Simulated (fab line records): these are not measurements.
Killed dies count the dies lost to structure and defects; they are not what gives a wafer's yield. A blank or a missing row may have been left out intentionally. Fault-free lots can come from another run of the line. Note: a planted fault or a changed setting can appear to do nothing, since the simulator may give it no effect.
Chamber matching | flow n5_finfet | N5_FIN_SAQP_MANDREL2_REMOVE_60 on rie_si-01: 4 sister chambers
The step chemistry HBr/Cl2/O2, target a-Si, stops on SiNx, bt time 10 s. 14 wafers are shown with their chamber, then 7 later ones without.

== WAFERS PAIRED WITH THEIR CHAMBERS ==
wafer  | chamber | throttle_valve_pct (%) | drypump_motor_current_A (A) | oes_product_au (a.u.)
L075.2 | 0       | 36.60                  | 5.6                         | 1.016
L075.4 | 1       | 37.22                  | 5.7                         | 1.007
L075.6 | 1       | 37.22                  | 5.8                         | 1.004
L076.1 | 2       | 36.52                  | 5.9                         | 1.030
L076.3 | 3       | 37.28                  | 5.6                         | 1.004
L076.6 | 2       | 36.52                  | 5.9                         | 1.028
L078.3 | 1       | 37.21                  | 5.7                         | 0.999
L078.4 | 2       | 36.52                  | 5.9                         | 1.016
L078.5 | 3       | 37.28                  | 5.6                         | 1.001
L084.1 | 1       | 37.24                  | 5.7                         | 0.993
L084.2 | 3       | 37.28                  | 5.6                         | 0.994
L084.6 | 0       | 36.60                  | 5.6                         | 1.010
L085.2 | 1       | 37.21                  | 5.7                         | 0.988
L085.3 | 0       | 36.59                  | 5.6                         | 1.014

SIGNATURES (means of the wafers above)
reading                 | chamber 0 | chamber 1 | chamber 2 | chamber 3 | scatter within a chamber
throttle_valve_pct      | 36.5967   | 37.2200   | 36.5200   | 37.2800   | 0.00816
drypump_motor_current_A | 5.600     | 5.720     | 5.900     | 5.600     | 0.0283
oes_product_au          | 1.01333   | 0.99820   | 1.02467   | 0.99967   | 0.00655
Rule: distance of a wafer from a chamber = root of the sum over the readings of ((wafer's reading minus chamber's mean) / reading's scatter) squared. The wafer belongs to the nearest chamber; if the next one is less than 2 further off, it can't be placed. The scatter: take each reading less its chamber's mean, square it, sum over the shown wafers, divide by the number of wafers less the number of chambers, and take the root.

== WAFERS MISSING THEIR CHAMBER ==
wafer  | throttle_valve_pct (%) | drypump_motor_current_A (A) | oes_product_au (a.u.)
L085.6 | 37.22                  | 5.7                         | 0.995
L088.2 | 36.60                  | 5.6                         | 1.018
L088.3 | 37.27                  | 5.6                         | 1.008
L088.5 | 36.59                  | 5.6                         | 1.021
L092.3 | 37.22                  | 5.7                         | 0.979
L092.4 | 36.51                  | 6.0                         | 1.018
L092.6 | 36.61                  | 5.6                         | 1.004

== EACH ONE'S CHAMBER ==
wafer  | from the rows above | in truth
L085.6 | 1                   | 1
L088.2 | 0                   | 0
L088.3 | 3                   | 3
L088.5 | 0                   | 0
L092.3 | 1                   | 1
L092.4 | 2                   | 2
L092.6 | 0                   | 0
7 of 7 placed correctly. Number that these rows cannot place: 0. Number placed wrongly: 0.
